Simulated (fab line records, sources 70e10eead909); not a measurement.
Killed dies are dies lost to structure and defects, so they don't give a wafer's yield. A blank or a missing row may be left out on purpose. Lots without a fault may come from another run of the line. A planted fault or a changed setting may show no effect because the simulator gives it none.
Which tool did it? | flow nand_harc | 24 lots, 72 wafers sampled, at 3 steps of a route of 1159

WHAT THE GAUGES READ, wafer by wafer
NHARC_A_CONTACT_INSPECT_23. Usual: raw_defect_count 425, standard deviation 120.
lot  | measured     | on                | raw_defect_count | flag
L076 | day 17 10:21 | defect_inspect-02 | 476 370 352      |
L075 | day 17 11:35 | defect_inspect-02 | 379 411 449      |
L077 | day 17 18:08 | defect_inspect-01 | 342 326 393      |
L074 | day 17 21:37 | defect_inspect-01 | 368 285 332      |
L078 | day 17 22:49 | defect_inspect-02 | 591 783 495      |
L079 | day 18 03:39 | defect_inspect-01 | 468 539 454      |
L081 | day 19 09:10 | defect_inspect-02 | 386 320 391      |
L082 | day 19 15:11 | defect_inspect-01 | 541 387 525      |
L080 | day 19 20:51 | defect_inspect-01 | 472 340 453      |
L083 | day 19 22:20 | defect_inspect-01 | 580 485 499      |
L084 | day 20 03:20 | defect_inspect-02 | 238 250 258      |
L088 | day 20 04:31 | defect_inspect-01 | 386 970 379      |
L085 | day 20 04:53 | defect_inspect-01 | 506 367 404      |
L086 | day 20 08:05 | defect_inspect-02 | 333 563 566      |
L090 | day 20 20:01 | defect_inspect-01 | 291 229 324      |
L089 | day 21 03:46 | defect_inspect-02 | 494 410 330      |
L087 | day 21 04:57 | defect_inspect-02 | 333 573 367      |
L092 | day 21 10:00 | defect_inspect-02 | 355 461 266      |
L093 | day 21 13:03 | defect_inspect-02 | 584 387 648      |
L091 | day 21 14:34 | defect_inspect-01 | 391 332 323      |
L095 | day 22 10:19 | defect_inspect-02 | 526 386 286      |
L094 | day 22 12:10 | defect_inspect-02 | 315 340 329      |
L096 | day 22 17:42 | defect_inspect-01 | 427 745 704      |
L097 | day 23 04:03 | defect_inspect-01 | 643 456 489      |

WHICH TOOL RAN EACH LOT (tool, then ch and the chambers of the sampled wafers, then the start)
lot  | NHARC_A_CONTACT_ETCH_137             | NHARC_A_CONTACT_ETCH_138
L076 | har_cap_etch-02 ch 0,1, day 17 06:41 | har_cap_etch-02 ch 0,1, day 17 06:49
L075 | har_cap_etch-02 ch 0,1, day 17 08:19 | har_cap_etch-02 ch 0,1, day 17 08:26
L077 | har_cap_etch-02 ch 0,1, day 17 12:44 | har_cap_etch-02 ch 0,1, day 17 12:52
L074 | har_cap_etch-01 ch 0,1, day 17 13:52 | har_cap_etch-01 ch 0,1, day 17 14:00
L078 | har_cap_etch-02 ch 0,1, day 17 16:44 | har_cap_etch-02 ch 0,1, day 17 16:51
L079 | har_cap_etch-01 ch 0,1, day 17 19:37 | har_cap_etch-01 ch 0,1, day 17 19:44
L081 | har_cap_etch-03 ch 0,1, day 19 05:27 | har_cap_etch-03 ch 0,1, day 19 05:34
L082 | har_cap_etch-01 ch 0,1, day 19 10:44 | har_cap_etch-01 ch 0,1, day 19 10:52
L080 | har_cap_etch-01 ch 0,1, day 19 16:03 | har_cap_etch-01 ch 0,1, day 19 16:11
L083 | har_cap_etch-03 ch 0,1, day 19 18:38 | har_cap_etch-03 ch 0,1, day 19 18:45
L084 | har_cap_etch-02 ch 0,1, day 19 21:01 | har_cap_etch-02 ch 0,1, day 19 21:08
L088 | har_cap_etch-03 ch 0,1, day 19 21:25 | har_cap_etch-03 ch 0,1, day 19 21:32
L085 | har_cap_etch-02 ch 0,1, day 19 21:58 | har_cap_etch-02 ch 0,1, day 19 22:06
L086 | har_cap_etch-02 ch 0,1, day 20 03:08 | har_cap_etch-02 ch 0,1, day 20 03:16
L090 | har_cap_etch-03 ch 0,1, day 20 16:06 | har_cap_etch-03 ch 0,1, day 20 16:14
L089 | har_cap_etch-03 ch 0,1, day 20 19:08 | har_cap_etch-03 ch 0,1, day 20 19:15
L087 | har_cap_etch-01 ch 0,1, day 20 21:32 | har_cap_etch-01 ch 0,1, day 20 21:39
L092 | har_cap_etch-01 ch 0,1, day 21 01:19 | har_cap_etch-01 ch 0,1, day 21 01:27
L093 | har_cap_etch-03 ch 0, day 21 06:04   | har_cap_etch-03 ch 0, day 21 06:11
L091 | har_cap_etch-02 ch 0,1, day 21 06:52 | har_cap_etch-02 ch 0,1, day 21 07:01
L095 | har_cap_etch-01 ch 0,1, day 22 06:08 | har_cap_etch-01 ch 0,1, day 22 06:15
L094 | har_cap_etch-01 ch 0,1, day 22 08:53 | har_cap_etch-01 ch 0,1, day 22 09:01
L096 | har_cap_etch-02 ch 0,1, day 22 13:50 | har_cap_etch-02 ch 0,1, day 22 13:58
L097 | har_cap_etch-01 ch 0,1, day 22 22:02 | har_cap_etch-01 ch 0,1, day 22 22:10
- NHARC_A_CONTACT_ETCH_137: etches the open film in C4F8/O2/Ar, time 132 s, target depth 1287 nm.
- NHARC_A_CONTACT_ETCH_138: etches the open film in C4F8/O2/Ar, time 132 s, target depth 1289 nm.

WHAT THE TOOLS THEMSELVES READ (means of the sampled wafers that have a number; where no wafer has one, the mark that the record gives instead)
The record holds no such reading with a usual standard deviation.

THE ANSWER, worked out from the rows above alone
Rule: a lot is off if the mean of its wafers that have a number lies more than 3 standard deviations from the usual mean. A lot without any number at a reading at which 4 lots or more have one is off too. The other lots that the step has rows for count as sound. The gauges are gone through in route order, then the tools' own readings, and for those a lot's mean is taken as printed above. The first step at which some lot is off is used, and at that step the reading that is off furthest; a lot without a number counts as furthest.
No lot is off at any reading shown: from this, nothing can be told.

WHAT THE SIMULATOR HAD PUT IN
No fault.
